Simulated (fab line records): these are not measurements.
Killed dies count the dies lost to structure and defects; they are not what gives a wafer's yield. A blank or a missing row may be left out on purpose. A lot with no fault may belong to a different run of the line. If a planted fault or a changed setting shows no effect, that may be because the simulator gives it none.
Matching of chambers | flow nand harc | 4 sister chambers for NHARC_A_STAIRCASE_DESCUM_186 on rie diel-12
The step chemistry O2, time 3 s. 8 wafers are shown with their chamber, then 12 later ones without.

== WAFERS PAIRED WITH THEIR CHAMBERS ==
wafer  | chamber | drypump motor current A (A) | showerhead plenum p Torr (Torr)
L082.3 | 1       | 5.4                         | 2.06
L089.5 | 3       | 6.3                         | 1.86
L091.2 | 1       | 5.3                         | 2.05
L091.4 | 0       | 5.7                         | 1.98
L091.5 | 3       | 6.3                         | 1.86
L092.1 | 0       | 5.7                         | 1.97
L092.3 | 2       | 6.3                         | 1.80
L092.5 | 2       | 6.3                         | 1.80

== WAFERS MISSING THEIR CHAMBER ==
wafer  | drypump motor current A (A) | showerhead plenum p Torr (Torr)
L094.1 | 5.7                         | 1.97
L094.2 | 5.4                         | 2.05
L094.3 | 6.3                         | 1.80
L095.1 | 5.4                         | 2.05
L095.3 | 5.7                         | 1.97
L095.4 | 6.3                         | 1.80
L096.2 | 5.4                         | 2.04
L096.4 | 6.3                         | 1.85
L096.6 | 6.3                         | 1.80
L097.1 | 5.4                         | 2.04
L097.3 | 6.3                         | 1.80
L097.4 | 5.7                         | 1.97

== WHICH CHAMBER EACH ONE RAN IN ==
wafer  | from the rows above | in truth
L094.1 | 0                   | 0
L094.2 | 1                   | 1
L094.3 | 2                   | 2
L095.1 | 1                   | 1
L095.3 | 0                   | 0
L095.4 | 2                   | 2
L096.2 | 1                   | 1
L096.4 | 3                   | 3
L096.6 | 2                   | 2
L097.1 | 1                   | 1
L097.3 | 2                   | 2
L097.4 | 0                   | 0
Placed correctly: 12 of 12. From these rows, 0 cannot be placed. 0 placed wrongly.
How it was worked out, from the rows above alone: a wafer's distance from a chamber is the root of the sum, over the readings, of the square of ((its reading less the chamber's mean) divided by the reading's scatter). If the next closest chamber is less than 2 further off than the closest, the wafer can't be placed; otherwise it belongs to the closest. Each chamber's mean is taken over the wafers shown for it. The scatter: take each reading less its chamber's mean, square it, sum over the shown wafers, divide by the number of wafers less the number of chambers, and take the root.
